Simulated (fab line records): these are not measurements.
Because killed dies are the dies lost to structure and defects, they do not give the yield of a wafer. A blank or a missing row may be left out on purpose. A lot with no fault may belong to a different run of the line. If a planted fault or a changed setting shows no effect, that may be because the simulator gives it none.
What tool caused it? :: flow nand harc :: 21 wafers from 7 lots sampled at 4 of the route's 1302 steps

## WHAT THE GAUGES SHOWED, per wafer
NHARC_A_M1_CD_MEAS_09: the cd target is 120 nm.
lot: L665
measured: day 23 03:19
on: cd sem-03
cd nm (nm): 119.7 120.1 120.2

lot: L669
measured: day 24 14:50
on: cd sem-02
cd nm (nm): 119.5 119.7 119.5

lot: L671
measured: day 25 11:03
on: cd sem-02
cd nm (nm): 120.3 119.4 120.1

lot: L679
measured: day 28 21:35
on: cd sem-01
cd nm (nm): 119.3 119.5 119.6

lot: L680
measured: day 30 07:41
on: cd sem-02
cd nm (nm): 119.6 120.0 94.3 119.6 120.0 94.8

lot: L684
measured: day 31 07:00
on: cd sem-01
cd nm (nm): 120.8 120.3 120.3

lot: L687
measured: day 32 12:47
on: cd sem-02
cd nm (nm): 119.8 119.8 120.0

## TOOL THAT RAN EACH LOT (tool first, then ch and the chambers of the sampled wafers, then the start)
lot: L665
NHARC_A_M0_ETCH_15: rie diel-02 ch 0,1,2, day 23 01:16 or earlier
NHARC_A_M0_ANNEAL_30: rtp anneal-01 ch 0, day 23 01:16
NHARC_A_M1_PEB_07: litho track-04 ch 0, day 23 03:14

lot: L669
NHARC_A_M0_ETCH_15: rie diel-09 ch 0,1,3, day 24 12:40 or earlier
NHARC_A_M0_ANNEAL_30: rtp anneal-01 ch 0, day 24 12:40
NHARC_A_M1_PEB_07: litho track-01 ch 0, day 24 14:45

lot: L671
NHARC_A_M0_ETCH_15: rie diel-07 ch 0,2, day 25 08:52 or earlier
NHARC_A_M0_ANNEAL_30: rtp anneal-01 ch 0, day 25 08:52
NHARC_A_M1_PEB_07: litho track-04 ch 0, day 25 10:58

lot: L679
NHARC_A_M0_ETCH_15: rie diel-02 ch 2,3, day 28 19:27 or earlier
NHARC_A_M0_ANNEAL_30: rtp anneal-01 ch 0, day 28 19:27
NHARC_A_M1_PEB_07: litho track-06 ch 0, day 28 21:30

lot: L680
NHARC_A_M0_ETCH_15: rie diel-02 ch 0,1, day 30 05:29 or earlier
NHARC_A_M0_ANNEAL_30: rtp anneal-01 ch 0, day 30 05:29
NHARC_A_M1_PEB_07: litho track-04 ch 0, day 30 07:37

lot: L684
NHARC_A_M0_ETCH_15: rie diel-02 ch 0,3, day 31 04:53 or earlier
NHARC_A_M0_ANNEAL_30: rtp anneal-02 ch 0, day 31 04:53
NHARC_A_M1_PEB_07: litho track-01 ch 0, day 31 06:55

lot: L687
NHARC_A_M0_ETCH_15: rie diel-07 ch 0,2,3, day 32 10:34 or earlier
NHARC_A_M0_ANNEAL_30: rtp anneal-01 ch 0, day 32 10:34
NHARC_A_M1_PEB_07: litho track-04 ch 0, day 32 12:42
- NHARC_A_M0_ETCH_15: etches the open film in C4F8/Ar, target depth 150 nm, overetch 15 nm, time 82.5 s.
- NHARC_A_M0_ANNEAL_30: time 90 s.
- NHARC_A_M1_PEB_07: peb time 65 s.

## THE ANSWER, worked out from the rows above alone
Rule: what is usual is taken from the lots themselves. Put in order of their means at a reading, lots are off if they are a third of the lots or fewer, leave a main group of 4 or more, and stand apart from it by a gap of 3 or more times the standard deviation of the main group's means; of several such gaps the widest counts. A main group is skipped when, at the precision printed for the reading in the tables above, its means are all equal. A lot without any number at a reading at which 4 lots or more have one is off too. All remaining lots with rows at the step are treated as sound.
Off at NHARC_A_M1_CD_MEAS_09 (cd nm): L680. The main group has a mean of 119.9 nm with a standard deviation of 0.32.
A tool fits if, at a process step before that reading, it ran every lot that is off, and no sound lot after the first of them. The gauges at NHARC_A_M1_CD_MEAS_09 are tried like those tools. NHARC_A_M0_ETCH_15 gives no start for some lots, so the hours and the order of its lots are those of NHARC_A_M0_ANNEAL_30. No candidate that was tried fits.

## WHAT THE SIMULATOR HAD PUT IN
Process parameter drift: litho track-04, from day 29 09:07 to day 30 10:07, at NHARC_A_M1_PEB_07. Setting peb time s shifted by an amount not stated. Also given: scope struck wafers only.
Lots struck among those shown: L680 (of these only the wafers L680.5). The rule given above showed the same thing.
